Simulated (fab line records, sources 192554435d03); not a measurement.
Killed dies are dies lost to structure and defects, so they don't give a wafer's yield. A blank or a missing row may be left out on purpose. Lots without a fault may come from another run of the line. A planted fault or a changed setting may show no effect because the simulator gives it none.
Which tool did it? | flow n5_finfet | 10 lots, 29 wafers sampled, at 6 steps of a route of 1938

WHAT THE GAUGES READ, wafer by wafer
N5_BEOL_M4_RC_MEAS_101. Usual: DIBL_N 36.0 mV/V, standard deviation 2.2; DIBL_P 35.9 mV/V, standard deviation 2.6; IOFF_N 0.16 nA/um, standard deviation 0.038; IOFF_P 0.21 nA/um, standard deviation 0.042; ION_N 675 uA/um, standard deviation 15; ION_P 463 uA/um, standard deviation 10; SS_N 71.5 mV/dec, standard deviation 0.62; SS_P 73.2 mV/dec, standard deviation 0.76; VT_N 250 mV, standard deviation 4.1; VT_P -251 mV, standard deviation 3.6.
lot  | measured     | on        | DIBL_N (mV/V)  | DIBL_P (mV/V)  | IOFF_N (nA/um) | IOFF_P (nA/um) | ION_N (uA/um) | ION_P (uA/um) | SS_N (mV/dec)  | SS_P (mV/dec)  | VT_N (mV)   | VT_P (mV)      | flag
L344 | day 7 20:41  | prober-01 | 35.0 32.8 33.8 | 34.6 32.3 32.1 | 0.13 0.11 0.12 | 0.20 0.17 0.16 | 672 658 665   | 464 457 461   | 71.2 70.6 71.6 | 72.7 72.4 72.1 | 250 256 254 | -250 -251 -251 |
L345 | day 8 00:44  | prober-01 | 37.3 35.4      | 37.3 35.0      | 0.17 0.14      | 0.21 0.19      | 674 667       | 461 454       | 71.5 71.6      | 73.2 72.4      | 251 251     | -254 -253      |
L346 | day 8 00:55  | prober-02 | 36.3 35.1 32.8 | 37.2 36.8 34.1 | 0.17 0.15 0.12 | 0.21 0.19 0.16 | 675 662 672   | 458 454 463   | 72.3 71.6 70.7 | 73.5 73.3 72.1 | 249 251 253 | -252 -252 -255 |
L347 | day 9 02:25  | prober-02 | 33.3 36.6 34.8 | 33.6 37.5 34.4 | 0.12 0.17 0.14 | 0.15 0.20 0.15 | 657 680 656   | 446 458 444   | 70.9 72.6 71.8 | 73.0 73.8 73.3 | 253 247 251 | -255 -251 -255 |
L349 | day 9 03:22  | prober-01 | 38.7 36.1 33.1 | 39.3 35.5 32.3 | 0.21 0.16 0.12 | 0.26 0.19 0.16 | 690 675 662   | 471 459 452   | 72.2 72.4 71.2 | 74.5 73.7 72.1 | 245 249 252 | -249 -251 -253 |
L353 | day 9 23:51  | prober-02 | 37.8 35.3 35.8 | 37.3 34.2 33.6 | 0.16 0.12 0.13 | 0.19 0.16 0.15 | 675 644 653   | 459 445 446   | 71.2 70.9 71.9 | 73.3 73.4 72.5 | 252 259 256 | -254 -256 -259 |
L359 | day 12 00:31 | prober-01 | 35.9 34.5 33.3 | 34.9 34.9 32.4 | 0.14 0.14 0.10 | 0.17 0.17 0.15 | 670 656 632   | 458 452 438   | 71.9 71.3 71.4 | 73.3 74.0 73.3 | 253 248 254 | -257 -256 -259 |
L361 | day 12 02:56 | prober-02 | 37.0 37.4 36.6 | 38.5 38.1 36.9 | 0.17 0.20 0.17 | 0.24 0.23 0.22 | 661 697 686   | 456 478 464   | 72.0 71.2 70.7 | 73.5 73.8 72.4 | 246 243 248 | -249 -251 -250 |
L363 | day 12 17:16 | prober-02 | 38.6 39.9 38.5 | 39.0 42.4 39.0 | 0.18 0.22 0.20 | 0.23 0.29 0.25 | 675 696 689   | 464 482 472   | 71.9 72.1 71.6 | 73.4 73.9 73.0 | 249 245 246 | -250 -248 -250 |
L366 | day 13 18:15 | prober-01 | 37.4 33.0 37.6 | 40.0 33.5 40.5 | 0.21 0.14 0.22 | 0.26 0.17 0.25 | 678 679 692   | 458 467 470   | 71.8 71.5 72.9 | 74.5 72.5 74.6 | 242 249 244 | -250 -254 -249 |

WHICH TOOL RAN EACH LOT (tool, then ch and the chambers of the sampled wafers, then the start)
lot  | N5_BEOL_M3_PECVD_72             | N5_BEOL_M3_SPUTTER_92        | N5_BEOL_M3_ANNEAL_51             | N5_BEOL_M3_CMP_52             | N5_BEOL_M3_CO_CAP_55
L344 | pecvd-04 ch 1,2, day 6 23:40    | pvd_sputter-02, day 7 10:34  | rtp_anneal-01 ch 0, day 7 11:15  | cmp-04 ch 0,1,3, day 7 11:32  | cvd_co-01 ch 1,2, day 7 11:52
L345 | pecvd-02 ch 1, day 7 01:53      | pvd_sputter-01, day 7 10:58  | rtp_anneal-01 ch 0, day 7 11:37  | cmp-01 ch 3, day 7 11:56      | cvd_co-02 ch 0,1, day 7 12:16
L346 | pecvd-02 ch 0,2, day 7 03:50    | pvd_sputter-03, day 7 13:25  | rtp_anneal-01 ch 0, day 7 14:09  | cmp-01 ch 1,2, day 7 14:21    | cvd_co-02 ch 0,1,2, day 7 14:44
L347 | pecvd-03 ch 0,1,2, day 7 20:08  | pvd_sputter-02, day 8 14:03  | rtp_anneal-02 ch 0, day 8 14:46  | cmp-04 ch 0,1, day 8 14:59    | cvd_co-01 ch 0,1, day 8 15:21
L349 | pecvd-03 ch 0,1, day 8 03:12    | pvd_sputter-02, day 8 18:13  | rtp_anneal-01 ch 0, day 8 18:54  | cmp-04 ch 1,2, day 8 19:09    | cvd_co-01 ch 0,2, day 8 19:31
L353 | pecvd-02 ch 0,2, day 9 03:10    | pvd_sputter-03, day 9 09:37  | rtp_anneal-02 ch 0, day 9 10:15  | cmp-03 ch 1,3, day 9 10:32    | cvd_co-02 ch 0,2, day 9 10:55
L359 | pecvd-03 ch 0,1,2, day 10 21:20 | pvd_sputter-02, day 11 10:17 | rtp_anneal-01 ch 0, day 11 11:08 | cmp-01 ch 2,3, day 11 11:23   | cvd_co-02 ch 1,2, day 11 11:46
L361 | pecvd-02 ch 0,1,2, day 11 05:36 | pvd_sputter-01, day 11 13:09 | rtp_anneal-02 ch 0, day 11 13:47 | cmp-03 ch 1,2, day 11 14:05   | cvd_co-02 ch 1,2, day 11 14:27
L363 | pecvd-04 ch 0,1,2, day 11 17:09 | pvd_sputter-01, day 12 03:20 | rtp_anneal-02 ch 0, day 12 04:01 | cmp-01 ch 1,2,3, day 12 04:20 | cvd_co-02 ch 1,2, day 12 04:38
L366 | pecvd-02 ch 0,1,2, day 12 15:06 | pvd_sputter-01, day 13 03:46 | rtp_anneal-01 ch 0, day 13 04:24 | cmp-03 ch 0,1,3, day 13 04:42 | cvd_co-02 ch 0,1,2, day 13 05:04
- N5_BEOL_M3_PECVD_72: deposits SiO2 from TEOS/O2, target thk 16 nm, time 18 s.
- N5_BEOL_M3_SPUTTER_92: material Cu, target thk 4.5 nm, time 8.29 s.
- N5_BEOL_M3_ANNEAL_51: time 90 s.
- N5_BEOL_M3_CMP_52: polishes, stops on SiOC, t overpolish 6.8 s, target thk 40 nm.
- N5_BEOL_M3_CO_CAP_55: material Co, precursor CCTBA/H2, target thk 2 nm, time 102.1 s.

WHAT THE TOOLS THEMSELVES READ (means of the sampled wafers that have a number; where no wafer has one, the mark that the record gives instead)
N5_BEOL_M3_PECVD_72. Usual: heater_power_w 746 W, standard deviation 95; showerhead_plenum_p_Torr 8.81 Torr, standard deviation 0.05; throttle_valve_pct 22.4 %, standard deviation 1.2.
lot  | tool     | heater_power_w (W) | showerhead_plenum_p_Torr (Torr) | throttle_valve_pct (%) | flag
L344 | pecvd-04 | 740                | 8.76                            | 23.0                   |
L345 | pecvd-02 | 732                | 8.75                            | 23.4                   |
L346 | pecvd-02 | 748                | 8.80                            | 22.6                   |
L347 | pecvd-03 | 736                | 8.84                            | 21.5                   |
L349 | pecvd-03 | 856                | 8.87                            | 22.1                   |
L353 | pecvd-02 | 717                | 8.79                            | 22.8                   |
L359 | pecvd-03 | 719                | 8.86                            | 21.6                   |
L361 | pecvd-02 | 684                | 8.77                            | 22.5                   |
L363 | pecvd-04 | 828                | 8.79                            | 23.0                   |
L366 | pecvd-02 | 723                | 8.77                            | 22.6                   |

N5_BEOL_M3_SPUTTER_92. Usual: throttle_valve_pct 29.9 %, standard deviation 1.1.
lot  | tool           | throttle_valve_pct (%) | flag
L344 | pvd_sputter-02 | 29.2                   |
L345 | pvd_sputter-01 | 30.6                   |
L346 | pvd_sputter-03 | 30.1                   |
L347 | pvd_sputter-02 | 29.9                   |
L349 | pvd_sputter-02 | 30.5                   |
L353 | pvd_sputter-03 | 29.5                   |
L359 | pvd_sputter-02 | 31.1                   |
L361 | pvd_sputter-01 | 29.6                   |
L363 | pvd_sputter-01 | 30.5                   |
L366 | pvd_sputter-01 | 29.8                   |

N5_BEOL_M3_ANNEAL_51. Usual: wafer_temp_C_max 225.90, standard deviation 0.26.
lot  | tool          | wafer_temp_C_max | flag
L344 | rtp_anneal-01 | 225.88           |
L345 | rtp_anneal-01 | 225.89           |
L346 | rtp_anneal-01 | 225.54           |
L347 | rtp_anneal-02 | 225.68           |
L349 | rtp_anneal-01 | 225.77           |
L353 | rtp_anneal-02 | 225.84           |
L359 | rtp_anneal-01 | 225.90           |
L361 | rtp_anneal-02 | 225.83           |
L363 | rtp_anneal-02 | 225.99           |
L366 | rtp_anneal-01 | 226.05           |

N5_BEOL_M3_CMP_52. Usual: barrier_field_endpoint_s 24.5 s, standard deviation 0.68; motor_current_A 6.2 A, standard deviation 0.56; pad_life_wafers 957, standard deviation 620; slurry_filter_dp_kPa 13.51 kPa, standard deviation 0.13.
lot  | tool   | barrier_field_endpoint_s (s) | motor_current_A (A) | pad_life_wafers | slurry_filter_dp_kPa (kPa) | flag
L344 | cmp-04 | 23.9                         | 6.4                 | 926             | 13.47                      |
L345 | cmp-01 | 23.6                         | 6.2                 | 1693            | 13.47                      |
L346 | cmp-01 | 24.6                         | 6.1                 | 1712            | 13.38                      |
L347 | cmp-04 | 24.9                         | 5.8                 | 1158            | 13.48                      |
L349 | cmp-04 | 24.9                         | 6.6                 | 1200            | 13.42                      |
L353 | cmp-03 | 25.0                         | 6.7                 | 1759            | 13.62                      |
L359 | cmp-01 | 27.2                         | 6.2                 | 488             | 13.50                      | OFF
L361 | cmp-03 | 25.9                         | 5.8                 | 54              | 13.49                      |
L363 | cmp-01 | 24.2                         | 6.2                 | 632             | 13.51                      |
L366 | cmp-03 | 24.3                         | 6.2                 | 385             | 13.52                      |

N5_BEOL_M3_CO_CAP_55. Usual: heater_power_w 247 W, standard deviation 16.
lot  | tool      | heater_power_w (W) | flag
L344 | cvd_co-01 | 258                |
L345 | cvd_co-02 | 252                |
L346 | cvd_co-02 | 252                |
L347 | cvd_co-01 | 226                |
L349 | cvd_co-01 | 233                |
L353 | cvd_co-02 | 242                |
L359 | cvd_co-02 | 240                |
L361 | cvd_co-02 | 240                |
L363 | cvd_co-02 | 240                |
L366 | cvd_co-02 | 248                |

THE ANSWER, worked out from the rows above alone
Rule: a lot is off if the mean of its wafers that have a number lies more than 3 standard deviations from the usual mean. A lot without any number at a reading at which 4 lots or more have one is off too. The other lots that the step has rows for count as sound. The gauges are gone through in route order, then the tools' own readings, and for those a lot's mean is taken as printed above. The first step at which some lot is off is used, and at that step the reading that is off furthest; a lot without a number counts as furthest.
Off: L359, at N5_BEOL_M3_CMP_52 (barrier_field_endpoint_s).
A tool fits if, at that step or a process step before it, it ran every lot that is off, and no sound lot after the first of them. Can't be told from this: 2 tools fit, pecvd-03 at N5_BEOL_M3_PECVD_72, pvd_sputter-02 at N5_BEOL_M3_SPUTTER_92.

WHAT THE SIMULATOR HAD PUT IN
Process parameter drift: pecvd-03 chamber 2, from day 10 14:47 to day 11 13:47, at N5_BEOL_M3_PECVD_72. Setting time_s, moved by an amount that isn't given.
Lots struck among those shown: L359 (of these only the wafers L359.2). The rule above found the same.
